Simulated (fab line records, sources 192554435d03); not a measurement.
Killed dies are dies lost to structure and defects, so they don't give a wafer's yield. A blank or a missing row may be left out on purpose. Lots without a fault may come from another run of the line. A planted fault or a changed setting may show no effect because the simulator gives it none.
Which tool did it? | flow n5_finfet | 11 lots, 30 wafers sampled, at 5 steps of a route of 1938

WHAT THE GAUGES READ, wafer by wafer
N5_BEOL_M4_RC_MEAS_101.
lot  | measured     | on        | DIBL_N (mV/V)
L200 | day 8 04:23  | prober-01 | 35.4 36.9 35.3
L202 | day 8 14:21  | prober-02 | 36.6 33.5 35.1
L203 | day 8 21:01  | prober-02 | 32.6 29.3 34.5
L204 | day 9 03:10  | prober-01 | 36.8 36.2 34.8
L205 | day 9 22:53  | prober-02 | 35.2 36.6 34.1
L207 | day 9 22:11  | prober-01 | 34.1 36.5 36.3
L213 | day 11 12:02 | prober-01 | 37.3 33.9
L214 | day 11 17:13 | prober-01 | 39.4 34.1
L216 | day 12 02:34 | prober-01 | 40.2 36.2
L219 | day 13 02:40 | prober-01 | 38.3 38.3 37.5
L222 | day 13 20:48 | prober-02 | 35.1 37.9 37.0

WHICH TOOL RAN EACH LOT (tool, then ch and the chambers of the sampled wafers, then the start)
lot  | N5_SPACER0_ALD_07                | N5_BEOL_M4_SURFACE_TREAT_85  | N5_BEOL_M4_ANNEAL_82         | N5_BEOL_M4_ANNEAL_93
L200 | ald_sin-04 ch 1,2,3, day 2 23:33 | pvd_sputter-01, day 8 00:34  | pvd_sputter-01, day 8 01:22  | pvd_sputter-01, day 8 02:15
L202 | ald_sin-01 ch 1,2, day 3 12:07   | pvd_sputter-02, day 8 09:43  | pvd_sputter-02, day 8 10:29  | pvd_sputter-02, day 8 11:22
L203 | ald_sin-03 ch 0,1, day 3 17:02   | pvd_sputter-01, day 8 16:59  | pvd_sputter-03, day 8 18:16  | pvd_sputter-03, day 8 19:08
L204 | ald_sin-04 ch 0,2,3, day 4 00:45 | pvd_sputter-02, day 8 22:40  | pvd_sputter-02, day 8 23:29  | pvd_sputter-02, day 9 00:22
L205 | ald_sin-01 ch 0,1, day 4 05:33   | pvd_sputter-01, day 9 16:47  | pvd_sputter-01, day 9 17:38  | pvd_sputter-01, day 9 18:31
L207 | ald_sin-04 ch 0,1,3, day 4 17:53 | pvd_sputter-01, day 9 16:44  | pvd_sputter-03, day 9 17:29  | pvd_sputter-03, day 9 18:22
L213 | ald_sin-04 ch 1,2, day 6 10:05   | pvd_sputter-03, day 11 08:55 | pvd_sputter-01, day 11 09:40 | pvd_sputter-01, day 11 10:33
L214 | ald_sin-04 ch 0,2, day 6 14:17   | pvd_sputter-02, day 11 13:59 | pvd_sputter-01, day 11 14:52 | pvd_sputter-01, day 11 15:45
L216 | ald_sin-04 ch 3, day 7 01:11     | pvd_sputter-02, day 11 23:08 | pvd_sputter-03, day 12 00:11 | pvd_sputter-03, day 12 01:04
L219 | ald_sin-03 ch 0,2,3, day 7 17:45 | pvd_sputter-03, day 12 23:35 | pvd_sputter-01, day 13 00:20 | pvd_sputter-01, day 13 01:13
L222 | ald_sin-01 ch 2,3, day 8 15:19   | pvd_sputter-03, day 13 16:23 | pvd_sputter-02, day 13 18:02 | pvd_sputter-02, day 13 18:55
- N5_SPACER0_ALD_07: deposits SiNx, target thk 2 nm.
- N5_BEOL_M4_SURFACE_TREAT_85
- N5_BEOL_M4_ANNEAL_82: time 240 s.
- N5_BEOL_M4_ANNEAL_93: time 240 s.

THE ANSWER, worked out from the rows above alone
Rule: what is usual is taken from the lots themselves. Put in order of their means at a reading, lots are off if they are a third of the lots or fewer, leave a main group of 4 or more, and stand apart from it by a gap of 3 or more times the standard deviation of the main group's means; of several such gaps the widest counts. A main group whose means are all the same, to the digits that the tables above print for the reading, isn't used. A lot without any number at a reading at which 4 lots or more have one is off too. The other lots that the step has rows for count as sound.
No lot is off at any reading shown: from this, nothing can be told.

WHAT THE SIMULATOR HAD PUT IN
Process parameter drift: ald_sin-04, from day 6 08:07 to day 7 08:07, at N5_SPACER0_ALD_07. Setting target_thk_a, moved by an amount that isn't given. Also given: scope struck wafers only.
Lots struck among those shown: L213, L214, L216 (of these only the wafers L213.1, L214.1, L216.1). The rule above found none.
